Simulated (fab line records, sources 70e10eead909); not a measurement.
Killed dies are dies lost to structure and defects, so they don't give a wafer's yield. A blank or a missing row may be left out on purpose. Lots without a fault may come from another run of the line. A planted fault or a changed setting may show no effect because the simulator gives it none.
fab line records | flow nand_harc
record lots=14 wafers=42 last_day=34
route steps=1302 shown P_GATE@174 P_CONTACT@218
lots that met no fault: from a run of the same line without faults
start_h: hours from the record's first day to the start of the lot's first wafer shown | wait_h: hours since the lot's step before | " the same as in the row above | L1.1+2: a row that stands for several wafers | - no value, or no start given | * or withheld: withheld | < > ~ a bound
route shown NAME@n: a module of which the file shows steps, and the number in the route of the first | usual: mean/standard deviation of fault-free wafers | same: alike in all rows | chamber/n: place in a boat | sites: the reading at each site | _std_site: their standard deviation | _edge_site: outer sites' mean less inner sites' | radius_mm: how far each site lies from the wafer's centre | mask NAME#n: copy n | behind: the tool/chamber that last shaped the wafer | hold: why the lot was held/for how many hours/how that ended | device: the transistor (n, p or np) that didn't switch | end of line: the same wafers' tests at the end of the route | a step without rows: its recipe alone | killed: dies lost to structure and defects at the first sort, not the wafer's yield | map: a wafer's dies, x killed, . not, _ none there
set.NAME: the setting as run; set.NAME@STEP: as run at that earlier step | model.NAME: the simulator's own value behind a step, which no gauge read
steps of the route over a sample of lots; a table a step, a row a wafer
services: from which hour (start_h, from the record's first day; less than 0 if before it) a tool's chamber was out of use, for how many hours, and why
## steps
# step NHARC_P_GATE_STRIP_111
# recipe power_w=1500 temp_c=110 time_s=250 chemistry=N2/H2
# usual drypump_motor_current_A=5.6/0.39 heater_power_w=89/8.2
# columns lot.wafer tool chamber start_h wait_h drypump_motor_current_A heater_power_w rf_hours_counter_h
L856.1 plasma_asher-01 1 112.51 0.2 5.7 92 22
L856.5 " 1 " " 5.6 94 -
L856.6 " 0 " " 5.0 100 -
L857.1 plasma_asher-02 1 118.64 0.2 6.1 79 6
L857.2 " 0 " " 5.6 89 6
L857.6 " 0 " " 5.6 88 -
L858.2 plasma_asher-02 1 131.10 0.2 6.2 79 8
L858.4 " 1 " " 6.2 77 -
L858.5 " 1 " " 6.2 77 -
L860.4 plasma_asher-01 1 152.10 0.2 5.6 92 -
L860.3 " 0 " " 5.0 99 -
L860.6 " 0 " " 5.0 98 -
L864.1 plasma_asher-02 0 199.28 0.2 5.6 87 22
L864.2 " 1 " " 6.1 79 22
L864.6 " 0 " " 5.7 86 -
L865.3 plasma_asher-02 0 204.44 0.2 5.6 88 -
L865.4 " 1 " " 6.2 75 -
L865.5 " 0 " " 5.6 89 -
L867.2 plasma_asher-02 0 230.24 0.2 5.6 87 28
L867.6 " 1 " " 6.2 79 -
L867.5 " 0 " " 5.6 89 -
L868.4 plasma_asher-01 1 235.60 0.2 5.7 96 -
L868.3 " 0 " " 5.0 98 -
L868.5 " 0 " " 5.0 96 -
L869.2 plasma_asher-01 1 253.91 0.2 5.7 95 11
L869.1 " 0 " " 5.0 96 11
L869.5 " 0 " " 5.0 97 -
L871.2 plasma_asher-01 0 257.40 0.2 5.0 97 13
L871.4 " 1 " " 5.7 98 -
L871.6 " 1 " " 5.6 96 -
L872.1 plasma_asher-02 1 266.83 0.2 6.1 75 2
L872.3 " 1 " " 6.2 78 -
L872.6 " 0 " " 5.6 83 -
L873.2 plasma_asher-02 1 279.53 0.2 6.2 76 5
L873.1 " 0 " " 5.6 86 5
L873.5 " 0 " " 5.6 85 -
L878.2 plasma_asher-01 1 335.14 0.2 5.7 92 30
L878.4 " 1 " " 5.6 98 -
L878.6 " 1 " " 5.6 93 -
L879.1 plasma_asher-02 1 342.43 0.2 6.2 74 16
L879.3 " 1 " " 6.2 76 -
L879.5 " 0 " " 5.6 86 -
# step NHARC_P_CONTACT_DEP_00
# recipe target_thk_a=5000 temp_c=400 pressure_torr=6.5 rf_w=900 teos_flow_sccm=161.4 flow_sccm=2650 target_thk_nm=500 gas=O2 material=SiO2
# usual heater_power_w=592/140 rf_fwd_power_W=897.9/2.8 throttle_valve_pct=15.8/0.46
# columns lot.wafer tool chamber start_h wait_h heater_power_w rf_fwd_power_W since_wet_clean_h throttle_valve_pct
L856.1 pecvd-04 2 - - 579 894.4 18 16.0
L856.6 " 0 " " 728 892.7 - 15.7
L856.5 " 2 " " 618 895.1 - 16.3
L857.2 pecvd-02 0 - - 412 899.7 66 15.4
L857.1 " 2 " " 755 898.3 66 15.5
L857.6 " 2 " " 787 898.3 - 15.5
L858.2 pecvd-02 1 - - 544 897.1 79 16.1
L858.5 " 1 " " 586 898.6 - 15.6
L858.4 " 2 " " 756 898.7 - 15.7
L860.3 pecvd-01 1 - - 850 899.6 15 15.8
L860.4 " 2 " " 492 893.3 - 16.5
L860.6 " 0 " " 356 893.1 - 15.6
L864.1 pecvd-04 1 - - 350 899.7 105 16.3
L864.2 " 2 " " 637 902.9 105 16.4
L864.6 " 2 " " 657 899.4 - 16.0
L865.3 pecvd-02 2 - - 794 901.4 152 15.5
L865.5 " 1 " " 667 898.2 - 16.1
L865.4 " 2 " " 630 899.4 - 15.3
L867.2 pecvd-04 2 - - 603 895.7 136 16.6
L867.6 " 0 " " 570 899.1 - 15.8
L867.5 " 1 " " 435 898.9 - 16.6
L868.3 pecvd-02 1 - - 569 899.8 2 15.9
L868.4 " 1 " " 618 903.1 - 15.8
L868.5 " 0 " " 390 897.1 - 15.4
L869.1 pecvd-02 1 - - 529 894.0 21 15.7
L869.2 " 0 " " 388 898.0 21 15.4
L869.5 " 0 " " 417 896.3 - 15.1
L871.2 pecvd-02 1 - - 596 893.1 24 15.6
L871.4 " 1 " " 615 896.1 - 15.8
L871.6 " 2 " " 815 897.8 - 15.3
L872.3 pecvd-02 2 - - 741 901.7 33 15.1
L872.1 " 0 " " 473 900.9 33 15.1
L872.6 " 0 " " 351 896.4 - 15.4
L873.1 pecvd-02 2 - - 713 900.3 46 15.2
L873.2 " 0 " " 415 896.7 46 15.4
L873.5 " 1 " " 673 903.8 - 15.8
L878.2 pecvd-04 1 - - 427 896.1 59 16.7
L878.6 " 2 " " 558 895.4 - 16.2
L878.4 " 0 " " 746 894.2 - 15.9
L879.1 pecvd-04 0 348.96 0.3 746 900.5 67 15.9
L879.3 " 2 " " 580 897.3 - 16.0
L879.5 " 0 " " 594 899.0 - 16.2
# step NHARC_P_CONTACT_CMP_01
# recipe target_thk_nm=200 material=SiO2
# usual motor_current_A=12.0/1.5
# columns lot.wafer tool chamber start_h wait_h motor_current_A
L856.1 cmp-04 2 119.37 - 11.7
L856.5 " 3 " " 11.8
L856.6 " 0 " " 14.7
L857.1 cmp-01 2 125.40 - 10.9
L857.2 " 1 " " 11.8
L857.6 " 2 " " 10.6
L858.4 cmp-04 1 138.03 - 13.3
L858.2 " 2 " " 11.0
L858.5 " 2 " " 10.1
L860.3 cmp-03 2 158.66 - 10.3
L860.4 " 3 " " 11.7
L860.6 " 2 " " 9.2
L864.1 cmp-04 0 206.00 - 14.7
L864.2 " 1 " " 13.6
L864.6 " 3 " " 11.5
L865.4 cmp-01 3 211.22 - 13.9
L865.3 " 0 " " 11.8
L865.5 " 1 " " 10.9
L867.2 cmp-03 3 237.01 - 11.3
L867.5 " 2 " " 9.6
L867.6 " 3 " " 11.3
L868.3 cmp-04 0 242.27 - 14.6
L868.4 " 1 " " 13.8
L868.5 " 0 " " 14.1
L869.1 cmp-04 2 261.12 - 10.7
L869.2 " 3 " " 11.2
L869.5 " 1 " " 14.3
L871.4 cmp-04 0 264.14 - 14.8
L871.2 " 1 " " 13.6
L871.6 " 2 " " 11.1
L872.1 cmp-03 2 273.47 - 9.6
L872.3 " 3 " " 11.6
L872.6 " 1 " " 12.1
L873.2 cmp-04 3 286.20 - 12.0
L873.1 " 1 " " 14.3
L873.5 " 3 " " 11.2
L878.2 cmp-03 1 341.62 - 11.5
L878.4 " 3 " " 11.7
L878.6 " 2 " " 10.2
L879.1 cmp-04 1 349.56 0.5 13.9
L879.3 " 3 " " 11.7
L879.5 " 2 " " 11.7
# step NHARC_P_CONTACT_PEB_10
# recipe peb_temp_c=100 peb_time_s=65
# usual heater_power_total_W=156.6/0.41 plate_temp_C=99.98/0.11 resist_line_temp_C=23.01/0.11
# columns lot.wafer tool chamber start_h wait_h heater_power_total_W plate_temp_C resist_line_temp_C
L856.1 litho_track-04 0 120.04 0.1 157.1 100.12 22.95
L856.5 " 0 " " 157.0 100.09 23.02
L856.6 " 0 " " 157.1 100.09 23.04
L857.1 litho_track-06 0 126.15 0.1 156.7 100.08 23.06
L857.2 " 0 " " 156.2 100.13 22.90
L857.6 " 0 " " 156.6 100.12 22.95
L858.2 litho_track-01 0 138.65 0.1 156.3 99.80 22.88
L858.4 " 0 " " 157.1 99.85 22.91
L858.5 " 0 " " 157.2 99.79 23.03
L860.3 litho_track-06 0 159.26 0.0 156.4 99.90 23.04
L860.4 " 0 " " 156.0 99.85 22.99
L860.6 " 0 " " 156.7 99.75 23.16
L864.1 litho_track-06 0 206.70 0.1 157.1 99.84 23.18
L864.2 " 0 " " 157.0 100.13 22.94
L864.6 " 0 " " 157.0 100.02 23.09
L865.3 litho_track-06 0 211.92 0.0 156.7 100.04 23.13
L865.4 " 0 " " 157.0 100.00 23.08
L865.5 " 0 " " 156.4 99.96 22.97
L867.2 litho_track-01 0 237.73 0.1 157.1 99.94 22.74
L867.5 " 0 " " 156.4 99.94 22.91
L867.6 " 0 " " 156.5 100.10 22.99
L868.3 litho_track-04 0 243.00 0.0 156.5 99.85 23.17
L868.4 " 0 " " 156.3 99.82 23.05
L868.5 " 0 " " 156.9 99.94 22.96
L869.1 litho_track-01 0 261.92 0.1 156.7 100.00 23.01
L869.2 " 0 " " 157.1 100.00 22.78
L869.5 " 0 " " 156.3 100.00 22.82
L871.2 litho_track-01 0 264.71 0.1 165.9 104.30 23.08
L871.4 " 0 " " 165.8 104.42 23.19
L871.6 " 0 " " 165.5 104.26 23.08
L872.1 litho_track-01 0 274.06 0.1 166.5 104.42 22.95
L872.3 " 0 " " 166.3 104.37 23.05
L872.6 " 0 " " 166.4 104.46 23.03
L873.1 litho_track-04 0 286.95 0.1 156.6 100.00 22.87
L873.2 " 0 " " 157.1 100.14 22.91
L873.5 " 0 " " 156.8 100.03 22.86
L878.2 litho_track-06 0 342.37 0.1 157.2 99.85 23.02
L878.4 " 0 " " 156.8 100.05 23.16
L878.6 " 0 " " 157.1 99.75 22.90
L879.1 litho_track-04 0 350.31 0.1 156.9 99.90 23.12
L879.3 " 0 " " 157.2 99.79 22.78
L879.5 " 0 " " 156.9 99.95 23.07
# step NHARC_P_CONTACT_CD_MEAS_12
# recipe target_cd_nm=90 landing_energy_ev=500
# usual cd_nm=90.1/0.94
# columns lot.wafer tool chamber start_h wait_h cd_nm
L856.1 cd_sem-01 0 120.12 - 89.3
L856.5 " 0 " " 90.9
L856.6 " 0 " " 90.0
L857.1 cd_sem-01 0 126.23 - 88.5
L857.2 " 0 " " 89.5
L857.6 " 0 " " 89.9
L858.2 cd_sem-01 0 138.73 - 91.2
L858.4 " 0 " " 91.4
L858.5 " 0 " " 89.9
L860.3 cd_sem-03 0 159.34 - 89.0
L860.4 " 0 " " 89.6
L860.6 " 0 " " 90.7
L864.1 cd_sem-03 0 206.78 - 89.3
L864.2 " 0 " " 88.7
L864.6 " 0 " " 90.3
L865.3 cd_sem-01 0 212.00 - 89.3
L865.4 " 0 " " 89.9
L865.5 " 0 " " 89.3
L867.2 cd_sem-02 0 237.81 - 89.6
L867.5 " 0 " " 90.4
L867.6 " 0 " " 91.0
L868.3 cd_sem-03 0 243.08 - 91.3
L868.4 " 0 " " 90.9
L868.5 " 0 " " 90.5
L869.1 cd_sem-02 0 262.00 - 92.4
L869.2 " 0 " " 92.4
L869.5 " 0 " " 91.4
L871.2 cd_sem-03 0 264.79 - 105.7
L871.4 " 0 " " 106.0
L871.6 " 0 " " 104.8
L872.1 cd_sem-01 0 274.14 - 103.1
L872.3 " 0 " " 101.4
L872.6 " 0 " " 102.8
L873.1 cd_sem-02 0 287.03 - 90.4
L873.2 " 0 " " 90.3
L873.5 " 0 " " 90.2
L878.2 cd_sem-01 0 342.45 - 88.9
L878.4 " 0 " " 88.9
L878.6 " 0 " " 88.9
L879.1 cd_sem-03 0 350.39 - 91.1
L879.3 " 0 " " 90.3
L879.5 " 0 " " 89.5
## services
# columns tool chamber start_h hours kind
cmp-04 - 111.00 4.0 pm
cmp-01 - 141.27 4.0 pm
cmp-04 - 147.12 2.0 repair
litho_track-01 - 155.00 7.0 pm
cmp-03 - 163.44 4.0 pm
litho_track-06 - 179.00 7.0 pm
plasma_asher-01 - 179.66 9.0 pm
litho_track-04 - 203.00 7.0 pm
cmp-04 - 209.00 4.0 pm
cmp-01 - 216.32 1.0 repair
cmp-01 - 221.07 0.8 repair
pecvd-02 - 227.00 13.0 pm
cmp-01 - 239.27 4.0 pm
plasma_asher-02 - 249.55 9.0 pm
cmp-01 - 257.13 5.9 repair
cmp-03 - 261.44 4.0 pm
pecvd-04 - 269.12 13.0 pm
cmp-04 - 270.01 2.3 repair
pecvd-04 - 297.92 3.2 repair
cmp-04 - 307.08 4.0 pm
cmp-04 - 313.79 2.9 repair
cmp-03 - 320.66 1.3 repair
litho_track-01 - 330.00 7.0 pm
pecvd-04 1 348.25 4.9 repair
## key
first_sign step=NHARC_P_CONTACT_PEB_10 reading=plate_temp_C direction=up sigmas=41 usual=* struck=*
effect step=NHARC_P_CONTACT_PEB_10 reading=heater_power_total_W direction=up sigmas=23 usual=* struck=*
effect step=NHARC_P_CONTACT_CD_MEAS_12 reading=cd_nm direction=up sigmas=15 usual=90.1 struck=104.0 through=control_loop
met_at NHARC_P_CONTACT_PEB_10
struck_lots L871,L872
sort_left_out L871.2,L871.4,L871.6,L872.1,L872.3,L872.6
tester_left_out L871,L872
loop_trim step=NHARC_P_CONTACT_EXPOSE_09 setting=dose lots=L872
not_acting_at NHARC_P_GATE_STRIP_111,NHARC_P_CONTACT_DEP_00,NHARC_P_CONTACT_CMP_01
onset_between 261.92 264.71
fault kind=process_parameter_drift tool=litho_track-01 chamber=- onset_h=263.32 steps=NHARC_P_CONTACT_PEB_10 channel=peb_temp_c offset=* shape=step end_h=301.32 acts_in=* stated=*
# tester_left_out: of these lots the tester's yield and bins aren't shown, on N5 and GAA mostly nor the transistor test; their killed dies are dies lost to structure and defects alone, not to doping, threshold or leakage, so they don't give the yield
# sort_left_out: the simulated sort isn't trusted on such a fault, so these wafers' sort isn't shown, and their yield isn't known
# loop_trim: a control loop set the setting to another value than it would have without faults
